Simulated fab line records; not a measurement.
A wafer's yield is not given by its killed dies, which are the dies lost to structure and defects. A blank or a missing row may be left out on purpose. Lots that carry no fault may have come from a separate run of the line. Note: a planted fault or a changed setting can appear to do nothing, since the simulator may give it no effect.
Which tool was responsible? ; flow nand_harc ; 12 lots, 33 wafers sampled, at 6 steps of a route of 1159

== WHAT THE GAUGES READ, wafer by wafer ==
NHARC_A_ONON_D1_THK_MEAS_14: measures by ellipsometry.
lot;measured;on;thk_nm (nm)
L318;day 8 07:07;film_metro-02;1006 1005 1005
L321;day 8 13:32;film_metro-01;1007 1006 1006
L323;day 9 11:37;film_metro-01;1001 1001 1000
L325;day 9 21:47;film_metro-01;992 992 994
L328;day 10 20:56;film_metro-01;1006 1006 1005
L327;day 10 21:05;film_metro-01;1014 1014 1014
L331;day 10 20:55;film_metro-02;1023 1024 1023
L329;day 10 21:19;film_metro-01;1018 1017 1018
L332;day 11 20:14;film_metro-02;1665 1005
L334;day 12 04:57;film_metro-01;1672 1011
L335;day 12 05:00;film_metro-02;983 985 985
L338;day 12 21:52;film_metro-02;1655 995

NHARC_END_SORT_01.
lot;measured;on;killed_at_array;killed_at_other;killed_at_periphery;killed_dies;killed_open;killed_short
L327;day 22 08:16;prober-02;31 44 35;0 0 0;4 5 10;35 49 45;3 3 1;3 2 3
L332;day 24 02:54;prober-01;673 36;1 0;3 2;677 38;1 3;3 2
L334;day 24 18:23;prober-02;673 37;0 0;4 6;677 43;4 3;1 0
L338;day 24 18:34;prober-01;669 15;1 2;7 3;677 20;3 2;1 3

== EACH LOT AND THE TOOL THAT RAN IT (in order: tool; ch and the chambers of the sampled wafers; start) ==
lot;NHARC_P_BONDPAD_DESCUM_11;NHARC_P_BONDPAD_ETCH_37;NHARC_P_BONDPAD_CMP_19;NHARC_A_ONON_D1_DEP_12
L318;rie_diel-10 ch 0,2, day 7 02:24;rie_diel-10 ch 0,1,3, day 7 02:29;cmp-02 ch 2,3, day 7 04:26;pecvd_onon-04 ch 0, day 8 06:36
L321;rie_diel-10 ch 0,3, day 7 08:39;rie_diel-10 ch 0,1,2, day 7 08:44;cmp-02 ch 0,2,3, day 7 10:43;pecvd_onon-01 ch 0, day 8 13:02
L323;rie_diel-10 ch 0,1,3, day 8 07:08;rie_diel-10 ch 0,1,2, day 8 07:14;cmp-03 ch 0,1,2, day 8 09:22;pecvd_onon-04 ch 0, day 9 11:09
L325;rie_diel-13 ch 1,2,3, day 8 16:04;rie_diel-13 ch 0,2,3, day 8 16:09;cmp-04 ch 0,2,3, day 8 18:52;pecvd_onon-01 ch 0, day 9 21:17
L328;rie_diel-13 ch 0,3, day 9 11:46;rie_diel-13 ch 0,1, day 9 11:52;cmp-03 ch 1,2, day 9 13:51;pecvd_onon-03 ch 0, day 10 20:32
L327;rie_diel-10 ch 0,2,3, day 9 13:04;rie_diel-10 ch 0,2,3, day 9 13:09;cmp-04 ch 1,2,3, day 9 15:07;pecvd_onon-01 ch 0, day 10 20:35
L331;rie_diel-10 ch 1,2, day 9 14:47;rie_diel-10 ch 0,1,2, day 9 14:53;cmp-02 ch 1,2,3, day 9 16:53;pecvd_onon-04 ch 0, day 10 20:32
L329;rie_diel-10 ch 1,2, day 9 18:13;rie_diel-10 ch 1,2, day 9 18:17;cmp-02 ch 2,3, day 9 20:17;pecvd_onon-03 ch 0, day 10 20:58
L332;rie_diel-13 ch 2,3, day 10 15:02;rie_diel-13 ch 0,1, day 10 15:06;cmp-03 ch 0,3, day 10 17:08;pecvd_onon-03 ch 0, day 11 19:58
L334;rie_diel-10 ch 0,3, day 10 21:41;rie_diel-10 ch 0,3, day 10 21:46;cmp-03 ch 2,3, day 10 23:47;pecvd_onon-03 ch 0, day 12 04:40
L335;rie_diel-10 ch 1,2, day 11 02:15;rie_diel-10 ch 0,2, day 11 02:19;cmp-04 ch 1,2, day 11 04:15;pecvd_onon-04 ch 0, day 12 04:31
L338;rie_diel-10 ch 1,2, day 11 19:12;rie_diel-10 ch 0,1, day 11 19:17;cmp-03 ch 1,2, day 11 21:19;pecvd_onon-03 ch 0, day 12 21:35
- NHARC_P_BONDPAD_DESCUM_11: chemistry O2, time 3 s.
- NHARC_P_BONDPAD_ETCH_37: etches the open film in N2/H2, target depth 60 nm, overetch 18 nm, time 65.91 s.
- NHARC_P_BONDPAD_CMP_19: polishes, t overpolish 30 s, cu recess touch 16 s, target thk 160.81 nm.
- NHARC_A_ONON_D1_DEP_12: target thk 1000 nm.

== AS READ BY THE TOOLS THEMSELVES (means over the sampled wafers that have a number; for cases with no such wafer, the mark the record gives instead) ==
NHARC_P_BONDPAD_DESCUM_11.
lot;tool;drypump_motor_current_A (A);oes_product_au (a.u.);rf_vpp_V (V);showerhead_plenum_p_Torr (Torr);throttle_valve_pct (%)
L318;rie_diel-10;5.5;1.001;57.9;1.93;11.306
L321;rie_diel-10;5.7;1.011;57.1;1.87;11.311
L323;rie_diel-10;5.5;1.003;58.5;1.84;11.309
L325;rie_diel-13;5.7;0.988;57.2;1.85;11.314
L328;rie_diel-13;5.8;0.992;56.6;1.87;11.320
L327;rie_diel-10;5.5;1.001;57.0;1.89;11.311
L331;rie_diel-10;5.2;0.988;58.6;1.91;11.308
L329;rie_diel-10;5.2;0.994;58.2;1.91;11.320
L332;rie_diel-13;5.7;0.994;58.3;1.88;11.309
L334;rie_diel-10;5.8;1.002;57.5;1.85;11.299
L335;rie_diel-10;5.1;0.997;57.3;1.86;11.315
L338;rie_diel-10;5.2;0.988;58.1;1.89;11.308

NHARC_P_BONDPAD_ETCH_37.
lot;tool;drypump_motor_current_A (A);oes_product_au (a.u.);rf_vpp_V (V);showerhead_plenum_p_Torr (Torr);throttle_valve_pct (%)
L318;rie_diel-10;5.5;1.008;428.7;1.96;14.174
L321;rie_diel-10;5.3;1.009;430.1;2.02;14.174
L323;rie_diel-10;5.4;1.003;430.0;2.02;14.168
L325;rie_diel-13;5.6;0.999;429.9;2.02;14.176
L328;rie_diel-13;5.7;0.990;429.2;2.00;14.163
L327;rie_diel-10;5.6;1.005;430.0;2.02;14.171
L331;rie_diel-10;5.3;1.004;429.8;2.02;14.184
L329;rie_diel-10;5.2;0.998;429.2;1.98;14.163
L332;rie_diel-13;5.7;1.002;427.6;1.97;14.165
L334;rie_diel-10;5.7;1.008;428.8;1.98;14.171
L335;rie_diel-10;5.4;0.998;432.1;2.07;14.171
L338;rie_diel-10;5.4;1.001;429.6;1.98;14.177

NHARC_P_BONDPAD_CMP_19.
lot;tool;edge_zone_pressure_frac;motor_current_A (A);overpolish_run_s (s)
L318;cmp-02;0.998;10.9;30.004
L321;cmp-02;1.001;11.4;30.007
L323;cmp-03;1.000;11.4;29.995
L325;cmp-04;1.004;13.2;30.005
L328;cmp-03;0.997;11.9;30.003
L327;cmp-04;0.992;12.4;30.003
L331;cmp-02;0.999;11.0;29.996
L329;cmp-02;1.003;11.1;30.000
L332;cmp-03;0.996;10.3;29.993
L334;cmp-03;1.000;11.9;30.007
L335;cmp-04;1.002;11.7;30.006
L338;cmp-03;0.996;11.9;29.996

NHARC_A_ONON_D1_DEP_12.
lot;tool;nh3_flow_sccm (sccm)
L318;pecvd_onon-04;499.5
L321;pecvd_onon-01;500.5
L323;pecvd_onon-04;498.9
L325;pecvd_onon-01;499.3
L328;pecvd_onon-03;499.5
L327;pecvd_onon-01;498.2
L331;pecvd_onon-04;500.8
L329;pecvd_onon-03;500.9
L332;pecvd_onon-03;501.3
L334;pecvd_onon-03;498.8
L335;pecvd_onon-04;500.1
L338;pecvd_onon-03;498.5

== THE ANSWER, worked out from the rows above alone ==
Rule: the lots themselves supply what counts as usual. The widest of any qualifying gaps counts: lots, ordered by their means at a reading, are off when they make up no more than a third of the lots, leave a main group of 4 or more, and stand apart from it by 3 or more times the standard deviation of that group's means. Not used: any main group whose means are identical at the precision the tables above print for the reading. A lot without any number at a reading at which 4 lots or more have one is off too. All remaining lots with rows at the step are treated as sound. First the gauges in route order, then the tools' own readings, where a lot's mean is used as printed above. At the first step where some lot is off, the reading lying furthest off is the one used; lots without a number count as furthest.
Off: L332, L334, L338, at NHARC_A_ONON_D1_THK_MEAS_14 (thk_nm). Main group: mean 1006 nm, sd 11.
If a tool, at a process step before that reading, ran all the lots that are off and no sound lot after the first of them, it fits. The gauges at NHARC_A_ONON_D1_THK_MEAS_14 are tried like those tools. Undecided on this evidence; 2 tools fit (cmp-03 at NHARC_P_BONDPAD_CMP_19, pecvd_onon-03 at NHARC_A_ONON_D1_DEP_12).

== WHAT WAS PUT IN BY THE SIMULATOR ==
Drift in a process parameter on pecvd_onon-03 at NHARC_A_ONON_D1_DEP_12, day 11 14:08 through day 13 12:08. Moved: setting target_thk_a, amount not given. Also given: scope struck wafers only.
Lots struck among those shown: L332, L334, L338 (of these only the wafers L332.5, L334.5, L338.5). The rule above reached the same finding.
